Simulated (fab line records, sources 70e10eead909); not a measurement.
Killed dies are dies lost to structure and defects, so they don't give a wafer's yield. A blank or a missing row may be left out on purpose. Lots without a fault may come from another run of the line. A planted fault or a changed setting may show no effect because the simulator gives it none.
Chamber matching | flow nand_harc | NHARC_A_BLC_CMP_25 on cmp-02: 4 sister chambers
The step polishes, t overpolish 30 s, target thk 150 nm. 4 wafers are shown with their chamber, then 10 later ones without.

WAFERS WITH THEIR CHAMBER
wafer  | chamber | motor_current_A (A)
L083.3 | 0       | 11.2
L086.5 | 3       | 11.9
L090.1 | 1       | 11.4
L090.5 | 2       | 10.7

WAFERS WITHOUT THEIR CHAMBER
wafer  | motor_current_A (A)
L090.6 | 11.1
L088.1 | 12.2
L088.5 | 12.3
L088.6 | 11.6
L096.2 | 11.4
L096.4 | 12.2
L096.5 | 11.5
L097.1 | 11.5
L097.2 | 12.3
L097.3 | 11.3

WHICH CHAMBER EACH WENT THROUGH
wafer  | from the rows above          | in truth
L090.6 | can't be placed: 0 or 1 or 2 | 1
L088.1 | 3                            | 3
L088.5 | 3                            | 3
L088.6 | can't be placed: 1 or 3 or 0 | 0
L096.2 | can't be placed: 1 or 0      | 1
L096.4 | 3                            | 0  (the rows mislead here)
L096.5 | can't be placed: 1 or 0 or 3 | 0
L097.1 | can't be placed: 1 or 0 or 3 | 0
L097.2 | 3                            | 3
L097.3 | can't be placed: 1 or 0      | 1
Placed correctly: 3 of 10. Can't be placed from these rows: 6 (the true chamber is among the candidates in 6). Placed wrongly: 1.
How it was worked out, from the rows above alone: a wafer's distance from a chamber is the root of the sum, over the readings, of the square of ((its reading less the chamber's mean) divided by the reading's scatter). The wafer belongs to the nearest chamber; if the next one is less than 2 further off, it can't be placed. A chamber's mean is the mean of its shown wafers. The scatter: with one shown wafer a chamber, the root of the mean of the squares of how far each hidden wafer lies from its nearest shown one.
